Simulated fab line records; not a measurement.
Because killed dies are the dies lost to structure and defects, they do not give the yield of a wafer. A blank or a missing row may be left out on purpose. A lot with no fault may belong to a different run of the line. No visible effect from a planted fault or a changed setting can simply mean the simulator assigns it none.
Which tool did it? | flow nand harc | Sampling: 6 lots, 18 wafers, 5 of 1302 route steps

## WHAT THE GAUGES SHOWED, per wafer
NHARC_END_SORT_01.
lot  | measured     | on        | killed at array
L997 | day 29 21:09 | prober-02 | 66 65 672

## EACH LOT AND THE TOOL THAT RAN IT (in order: tool; ch and the chambers of the sampled wafers; start)
lot  | NHARC_A_STAIRCASE_ETCH_27                     | NHARC_A_STAIRCASE_STRIP_175          | NHARC_A_STAIRCASE_ETCH_197         | NHARC_A_STAIRCASE_TRIM_198
L985 | rie diel-05 ch 1,2,3, day 17 00:32 or earlier | plasma asher-02 ch 0,1, day 17 00:32 | rie diel-05 ch 2,3, day 17 03:21   | rie diel-05 ch 0,2,3, no start
L988 | rie diel-09 ch 0,1,3, day 18 00:05 or earlier | plasma asher-02 ch 0,1, day 18 00:05 | rie diel-09 ch 0,1,3, day 18 02:51 | rie diel-09 ch 0,1,3, no start
L992 | rie diel-09 ch 0,1, day 19 17:39 or earlier   | plasma asher-01 ch 0,1, day 19 17:39 | rie diel-05 ch 1,2, day 19 20:32   | rie diel-05 ch 1,3, no start
L997 | rie diel-08 ch 2,3, day 21 17:16 or earlier   | plasma asher-02 ch 0,1, day 21 17:16 | rie diel-05 ch 0,1,3, day 21 20:23 | rie diel-05 ch 0,1,2, day 29 21:09 or earlier
L103 | rie diel-08 ch 0,1, day 24 10:09 or earlier   | plasma asher-02 ch 0,1, day 24 10:09 | rie diel-09 ch 0,2,3, day 24 12:59 | rie diel-09 ch 1,2, no start
L106 | rie diel-09 ch 1,2, day 26 06:41 or earlier   | plasma asher-01 ch 0,1, day 26 06:41 | rie diel-05 ch 2,3, day 26 09:28   | rie diel-05 ch 0,2, no start
- NHARC_A_STAIRCASE_ETCH_27: etches the open film in C4F8/O2, target depth 100 nm, time 40.5 s.
- NHARC_A_STAIRCASE_STRIP_175: strips in O2.
- NHARC_A_STAIRCASE_ETCH_197: etches the open film in C4F8/O2, target depth 100 nm, time 40.5 s.
- NHARC_A_STAIRCASE_TRIM_198: chemistry O2, time 211.2 s.

## THE ANSWER, worked out from the rows above alone
Rule: the usual values come from the lots themselves. Put in order of their means at a reading, lots are off if they are a third of the lots or fewer, leave a main group of 4 or more, and stand apart from it by a gap of 3 or more times the standard deviation of the main group's means; of several such gaps the widest counts. A main group is skipped when, at the precision printed for the reading in the tables above, its means are all equal. A lot without any number at a reading at which 4 lots or more have one is off too. The other lots that the step has rows for count as sound.
None of the lots is off at any reading shown; this tells nothing.

## WHAT WAS PUT IN BY THE SIMULATOR
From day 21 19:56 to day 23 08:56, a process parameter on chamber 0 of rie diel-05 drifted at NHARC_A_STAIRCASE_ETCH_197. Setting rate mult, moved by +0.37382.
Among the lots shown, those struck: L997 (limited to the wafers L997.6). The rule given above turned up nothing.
